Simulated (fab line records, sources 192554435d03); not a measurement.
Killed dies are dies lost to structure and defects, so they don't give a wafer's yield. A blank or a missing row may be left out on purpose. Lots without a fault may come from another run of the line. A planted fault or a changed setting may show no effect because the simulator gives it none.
fab line records | flow n5_finfet
record lots=5 wafers=14 last_day=18
route steps=1938 shown BEOL_M6@1194 PASSIVATION@1936
lots that met no fault: from a run of the same line without faults
start_h: hours from the record's first day to the start of the lot's first wafer shown | wait_h: hours since the lot's step before | " the same as in the row above | L1.1+2: a row that stands for several wafers | - no value, or no start given | * or withheld: withheld | < > ~ a bound
route shown NAME@n: a module of which the file shows steps, and the number in the route of the first | usual: mean/standard deviation of fault-free wafers | same: alike in all rows | chamber/n: place in a boat | sites: the reading at each site | _std_site: their standard deviation | _edge_site: outer sites' mean less inner sites' | radius_mm: how far each site lies from the wafer's centre | mask NAME#n: copy n | behind: the tool/chamber that last shaped the wafer | hold: why the lot was held/for how many hours/how that ended | device: the transistor (n, p or np) that didn't switch | end of line: the same wafers' tests at the end of the route | a step without rows: its recipe alone | killed: dies lost to structure and defects at the first sort, not the wafer's yield | map: a wafer's dies, x killed, . not, _ none there
set.NAME: the setting as run; set.NAME@STEP: as run at that earlier step | model.NAME: the simulator's own value behind a step, which no gauge read
lots at some steps of the route; a table a step, a row a wafer
services: from which hour (start_h, from the record's first day; less than 0 if before it) a tool's chamber was out of use, for how many hours, and why
## steps
# step N5_BEOL_M6_ILD_DEP_00
# recipe material=SiCOH_lowk target_thk_a=1797.5 temp_c=300 precursor=DEMS/porogen pressure_torr=5 rf_w=500 time_s=33.4
# step N5_BEOL_M6_CURE_74
# recipe temp_c=385 time_s=240 ambient=He/Ar material=SiCOH_lowk
# step N5_BEOL_M6_PECVD_70
# recipe material=SiO2 target_thk_a=200 temp_c=400 precursor=TEOS/O2 pressure_torr=5.5 rf_w=450 teos_flow_sccm=53.8 gas=O2 flow_sccm=3000 time_s=22.7
# step N5_BEOL_M6_HM_DEP_02
# recipe material=TiN target_thk_a=200 temp_c=25 chamber_pressure_pa=0.49996
# step N5_BEOL_M6_COAT_59
# recipe resist=SOC temp_c=250 time_s=60 spin_rpm=1500 resist_thk_nm=100
# step N5_BEOL_M6_COAT_60
# recipe resist=SiARC temp_c=220 time_s=60 spin_rpm=1500 resist_thk_nm=35
# step N5_BEOL_M6_COAT_05
# recipe resist=CAR-ArF spin_rpm=1500 resist_thk_nm=90
# step N5_BEOL_M6_EBR_07
# recipe solvent=PGMEA ebr_width_mm=1.5
# step N5_BEOL_M6_SOFTBAKE_06
# recipe temp_c=110 time_s=60 resist=CAR-ArF
# step N5_BEOL_M6_EXPOSE_08
# recipe mask_id=M6 na=1.35 source_shape=dipole sigma_inner=0.817 sigma_outer=0.97 polarization=te dose_mj=68.25
# columns lot.wafer tool chamber start_h wait_h mask
L578.1+3+4 arfi_scanner-03 0 225.72 - M6#0
L583.2+3+5 arfi_scanner-03 0 239.53 - M6#0
L585.1+4 arfi_scanner-03 0 241.20 - M6#0
L584.1+3+5 arfi_scanner-03 0 248.83 - M6#0
L594.1+4+6 arfi_scanner-01 0 349.80 - M6#0
# step N5_BEOL_M6_PEB_09
# recipe peb_temp_c=withheld peb_time_s=60 resist=CAR-ArF
# step N5_BEOL_M6_DEVELOP_10
# recipe develop_time_s=30 developer=TMAH resist=CAR-ArF rinse_liquid=diw dry=air_spin dev_temp_c=23
# step N5_BEOL_M6_CD_MEAS_11
# recipe target_cd_nm=38.5 landing_energy_ev=500 detector=se_inlens polarity=opening
# usual cd_nm=38.6/0.61
# columns lot.wafer tool chamber start_h wait_h cd_nm
L578.1 cd_sem-02 0 225.85 - 38.2
L578.3 " 0 " " 38.8
L578.4 " 0 " " 38.0
L583.2 cd_sem-02 0 239.65 - 37.7
L583.3 " 0 " " 39.0
L583.5 " 0 " " 35.4
L585.1 cd_sem-03 0 241.33 - 34.8
L585.4 " 0 " " 38.1
L584.1 cd_sem-01 0 248.96 - 35.0
L584.3 " 0 " " 39.3
L584.5 " 0 " " 36.8
L594.1 cd_sem-01 0 349.93 - 39.1
L594.4 " 0 " " 38.6
L594.6 " 0 " " 39.1
# step N5_BEOL_M6_DESCUM_16
# recipe chemistry=O2 time_s=7.9 source_power_w=50 bias_power_w=20 pressure_mtorr=20 rf_frequency_hz=2.712e+07 temp_c=40 resist=CAR-ArF o2_flow_sccm=225
# step N5_BEOL_M6_ETCH_61
# recipe chemistry=CF4 target=SiARC target_depth_a=455 mask_material=CAR-ArF time_s=75.8 ion_energy_ev=80 pressure_mtorr=40 source_w=545 bias_w=36 Ar_flow_sccm=100 cf4_flow_sccm=100 ends=cleared
# step N5_BEOL_M6_ETCH_62
# recipe chemistry=N2/H2 target=SOC target_depth_a=1100 overetch_a=220 mask_material=SiARC temp_c=40 time_s=165 ion_energy_ev=200 pressure_mtorr=30 source_w=840 bias_w=150 n2_flow_sccm=200 h2_flow_sccm=200
# usual chamber_pressure_mTorr=30.002/0.029 drypump_motor_current_A=6.01/0.25 oes_product_au=0.65/0.057 rf_vpp_V=522.7/2.5 showerhead_plenum_p_Torr=2.49/0.089 temp_c=40.01/0.12 throttle_valve_pct=17.76/0.3
# columns lot.wafer tool chamber start_h wait_h chamber_pressure_mTorr drypump_motor_current_A oes_product_au rf_hours_counter_h rf_vpp_V showerhead_plenum_p_Torr temp_c throttle_valve_pct model.BEOL_M6.cd_offset_nm
L578.1 rie_diel-03 3 226.03 0.0 30.019 5.91 0.60 222 523.0 2.50 39.94 17.53 -0.6
L578.3 " 0 " " 30.001 5.46 0.63 166 523.4 2.51 40.00 17.93 0
L578.4 " 2 " " 30.031 6.08 0.65 121 520.7 2.43 39.97 17.76 -0.4
L583.2 rie_diel-02 2 239.83 0.0 30.028 6.18 0.63 181 520.4 2.42 39.95 17.51 -0.6
L583.3 " 1 " " 30.002 6.30 0.74 23 528.8 2.70 40.00 17.54 0.4
L583.5 " 3 " " 30.056 6.11 0.72 - 524.6 2.61 39.93 17.52 -2.2
L585.1 rie_diel-02 0 241.51 0.0 29.970 6.27 0.69 75 521.7 2.47 40.02 17.76 -3.4
L585.4 " 1 " " 30.006 6.29 0.75 23 527.9 2.70 39.92 17.54 -0.6
L584.1 rie_diel-02 2 249.76 0.0 30.050 6.21 0.62 185 519.5 2.42 40.12 17.51 -3.2
L584.3 " 1 " " 29.979 6.27 0.74 27 527.7 2.69 40.08 17.53 0.6
L584.5 " 1 " " 29.992 6.29 0.74 - 529.0 2.69 40.07 17.54 -1.8
L594.1 rie_diel-03 0 350.15 0.0 29.993 5.43 0.61 212 523.4 2.49 39.99 18.03 0.6
L594.4 " 2 " " 30.018 6.08 0.62 166 519.2 2.41 39.94 17.82 0
L594.6 " 3 " " 30.026 5.87 0.80 - 522.9 2.48 39.91 17.17 0.2
# step N5_BEOL_M6_STRIP_68
# recipe chemistry=N2/H2 temp_c=40 n2_flow_sccm=200 h2_flow_sccm=200 rf_frequency_hz=6e+07
# step N5_BEOL_M6_STRIP_67
# recipe chemistry=CF4 resist=SiARC power_w=300 bias_power_w=75 pressure_mtorr=50 cf4_flow_sccm=150 rf_frequency_hz=6e+07
# step N5_BEOL_M6_HM_OPEN_17
# recipe chemistry=Cl2/BCl3 target_depth_a=200 overetch_a=60 target=TiN mask_material=SOC ion_energy_ev=150 pressure_mtorr=10 icp_w=1000 bias_w=126 Cl2_flow_sccm=53.25 bcl3_flow_sccm=21.75 Ar_flow_sccm=25
# step N5_BEOL_M6_STRIP_19
# recipe chemistry=O2 power_w=400 temp_c=40 pressure_mtorr=30 rf_frequency_hz=6e+07 bias_power_w=0 overash_fraction=0.2 o2_flow_sccm=225
# step N5_BEOL_M6_CD_MEAS_18
# recipe pitch_nm=80 target_cd_nm=40
# usual cd_nm=40.3/0.72
# columns lot.wafer tool chamber start_h wait_h cd_nm
L578.1 cd_sem-01 - 226.56 0.0 39.5
L578.3 " - " " 39.9
L578.4 " - " " 40.1
L583.2 cd_sem-02 - 240.22 0.1 39.7
L583.3 " - " " 40.3
L583.5 " - " " 37.7
L585.1 cd_sem-02 - 241.88 0.0 36.7
L585.4 " - " " 39.9
L584.1 cd_sem-03 - 250.14 0.0 36.9
L584.3 " - " " 41.2
L584.5 " - " " 38.3
L594.1 cd_sem-01 - 350.52 0.0 40.4
L594.4 " - " " 39.7
L594.6 " - " " 40.3
# step N5_BEOL_M6_COAT_63
# recipe resist=SOC temp_c=250 time_s=60 spin_rpm=1500 resist_thk_nm=60
# step N5_PASSIVATION_PROBE_49
# usual defect_limited_yield=91.2/1.5 killed_at_M0_to_M3=35/12 killed_at_M4_up=14/5.1 killed_at_contacts=13/6 killed_at_front_end=38/12 killed_at_other=4/3.5 killed_dies=104/18 killed_open=68/13 killed_short=33/8.1 sort_bin_5_function=5.2/1 sort_bin_6_memory=3.2/0.69 sort_n_pass=1076/18 sort_yield_pct=91.2/1.5
# same gross_dies=1180 killed_at_back_side=0 sort_bin_4_leakage[%]=0 sort_bin_8_speed[%]=0
# columns lot.wafer tool chamber start_h wait_h defect_limited_yield[%] killed_at_M0_to_M3 killed_at_M4_up killed_at_contacts killed_at_front_end killed_at_other killed_dies killed_open killed_short sort_bin_5_function[%] sort_bin_6_memory[%] sort_n_pass sort_yield_pct[%]
L585.1 prober-01 - 332.45 0.0 89.7 54 12 19 31 5 121 87 32 6.4 3.6 1059 89.7
L585.4 prober-01 - 332.60 0.2 90.3 53 12 16 30 4 115 71 40 5.5 3.5 1065 90.3
L583.2 prober-01 - 333.35 0.1 87.0 44 12 15 79 3 153 98 36 6.8 4.9 1027 87.0
L583.3 prober-01 - 333.40 0.1 91.1 39 8 12 44 2 105 69 33 5.4 3.3 1075 91.1
L583.5 prober-01 - 333.50 0.2 91.6 28 8 18 42 3 99 58 40 5.1 2.8 1081 91.6
L584.1 prober-01 - 343.10 0.0 94.5 25 14 8 18 0 65 46 16 3.1 2.0 1115 94.5
L584.3 prober-01 - 343.20 0.1 93.0 23 17 13 28 2 83 60 22 3.8 3.0 1097 93.0
L584.5 prober-01 - 343.30 0.2 93.1 22 12 3 45 0 82 47 29 4.5 1.9 1098 93.1
L594.1 prober-01 - 433.12 0.0 92.0 24 15 11 37 7 94 70 24 4.7 3.1 1086 92.0
L594.4 prober-01 - 433.27 0.2 91.8 26 14 6 49 2 97 62 35 5.1 2.7 1083 91.8
L594.6 prober-01 - 433.37 0.3 91.0 44 10 11 40 1 106 75 31 5.9 2.5 1074 91.0
# killed by level:class
L585.1 MOL_CONTACT_COAG:geometric_particle:open=17 BEOL_M0_SAQP:geometric_particle:open=16 BEOL_M0_SAQP:geometric_particle:short=13 BEOL_M2:geometric_particle:open=11 BEOL_M3:geometric_particle:open=7 FIN_SAQP:geometric_particle:short=6 FIN_SAQP:geometric_particle:open=5 BEOL_M4:geometric_particle:open=4
L585.4 BEOL_M0_SAQP:geometric_particle:short=19 MOL_CONTACT_COAG:geometric_particle:open=13 BEOL_M1:geometric_particle:open=10 BEOL_M0_SAQP:geometric_particle:open=9 BEOL_M2:geometric_particle:open=8 FIN_SAQP:geometric_particle:open=6 FIN_SAQP:geometric_particle:short=6 BEOL_M4:geometric_particle:open=4
L583.2 FIN_SAQP:geometric_particle:open=23 BEOL_M2:geometric_particle:open=18 MOL_CONTACT_COAG:geometric_particle:open=13 FIN_SAQP:geometric_particle:short=10 HKMG_FIN:area_etch=9 FIN_CUT:area_etch=9 BEOL_M1:geometric_particle:open=8 GATE_CUT:geometric_particle:short=7
L583.3 FIN_SAQP:geometric_particle:open=11 BEOL_M0_SAQP:geometric_particle:short=10 MOL_CONTACT_COAG:geometric_particle:open=9 BEOL_M0_SAQP:geometric_particle:open=7 BEOL_M2:geometric_particle:open=7 STI_FIN_REVEAL:geometric_particle:open=6 BEOL_M1:geometric_particle:open=6 STARTING-WAFER:geometric_particle:short=5
L583.5 FIN_SAQP:geometric_particle:short=14 MOL_CONTACT_COAG:geometric_particle:open=14 FIN_SAQP:geometric_particle:open=9 BEOL_M2:geometric_particle:open=9 MOL_CONTACT_COAG:geometric_particle:short=4 BEOL_M0_SAQP:geometric_particle:short=4 BEOL_M1:geometric_particle:open=4 BEOL_M2:geometric_particle:short=4
L584.1 BEOL_M2:geometric_particle:open=7 MOL_CONTACT_COAG:geometric_particle:open=6 BEOL_M0_SAQP:geometric_particle:open=6 BEOL_M3:geometric_particle:open=5 FIN_SAQP:geometric_particle:short=3 FIN_SAQP:geometric_particle:open=3 GATE_CUT:geometric_particle:short=3 BEOL_M5:geometric_particle:open=3
L584.3 MOL_CONTACT_COAG:geometric_particle:open=12 BEOL_M0_SAQP:geometric_particle:open=6 GATE_CUT:geometric_particle:open=5 BEOL_M5:geometric_particle:open=5 FIN_SAQP:geometric_particle:short=4 STI_FIN_REVEAL:geometric_particle:open=4 DUMMY_GATE:geometric_particle:open=4 BEOL_M0_SAQP:geometric_particle:short=4
L584.5 FIN_SAQP:geometric_particle:open=8 BEOL_M0_SAQP:geometric_particle:open=7 STARTING-WAFER:geometric_particle:short=7 FIN_SAQP:geometric_particle:short=6 GATE_CUT:geometric_particle:short=6 STARTING-WAFER:geometric_particle:open=6 STI_FIN_REVEAL:geometric_particle:open=5 BEOL_M5:geometric_particle:open=5
L594.1 FIN_SAQP:geometric_particle:open=15 BEOL_M2:geometric_particle:open=11 MOL_CONTACT_COAG:geometric_particle:open=10 FIN_SAQP:geometric_particle:short=6 BEOL_M4:geometric_particle:open=6 STI_FIN_REVEAL:geometric_particle:open=4 MIM_BOT:geometric_particle:short=4 DUMMY_GATE:geometric_particle:open=3
L594.4 FIN_SAQP:geometric_particle:short=17 FIN_SAQP:geometric_particle:open=14 BEOL_M2:geometric_particle:open=10 STI_FIN_REVEAL:geometric_particle:open=7 MOL_CONTACT_COAG:geometric_particle:open=6 BEOL_M4:geometric_particle:open=5 BEOL_M5:geometric_particle:open=5 STI_FIN_REVEAL:geometric_particle:short=3
L594.6 FIN_SAQP:geometric_particle:open=18 BEOL_M2:geometric_particle:open=11 BEOL_M1:geometric_particle:open=10 MOL_CONTACT_COAG:geometric_particle:open=9 BEOL_M0_SAQP:geometric_particle:open=8 FIN_SAQP:geometric_particle:short=7 BEOL_M0_SAQP:geometric_particle:short=7 STI_FIN_REVEAL:geometric_particle:open=5
## services
# columns tool chamber start_h hours kind
arfi_scanner-01 - 203.03 1.3 pm
arfi_scanner-03 - 210.27 1.0 pm
arfi_scanner-01 - 226.96 1.0 pm
arfi_scanner-03 - 236.73 0.8 pm
arfi_scanner-01 0 252.71 - calibration
arfi_scanner-01 - 274.01 1.0 pm
arfi_scanner-01 - 284.73 0.8 pm
arfi_scanner-03 0 286.64 - calibration
arfi_scanner-03 - 286.78 3.1 pm
arfi_scanner-03 - 295.44 1.0 pm
arfi_scanner-03 - 297.50 1.3 pm
rie_diel-03 3 308.94 - clean
rie_diel-03 3 308.94 - consumable_replace:focus_ring
rie_diel-03 3 308.94 21.1 scheduled_down
rie_diel-03 3 308.94 21.1 vent_cycle
arfi_scanner-01 - 312.78 4.9 pm
arfi_scanner-01 - 328.53 1.3 pm
## key
first_sign step=N5_BEOL_M6_CD_MEAS_11 reading=cd_nm direction=down sigmas=5.2 usual=38.6 struck=35.5
effect step=N5_BEOL_M6_CD_MEAS_18 reading=cd_nm direction=down sigmas=4 usual=40.3 struck=37.4
model_effect step=N5_BEOL_M6_ETCH_62 value=BEOL_M6.cd_offset_nm without=0.25 struck=-2.65
met_at N5_BEOL_M6_EXPOSE_08
struck_wafers L583.5,L584.1,L584.5,L585.1
onset_between 225.72 239.53
fault kind=process_parameter_drift tool=arfi_scanner-03 chamber=- onset_h=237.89 steps=N5_BEOL_M6_EXPOSE_08 channel=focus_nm offset=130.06 shape=step end_h=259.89 scope=struck_wafers_only
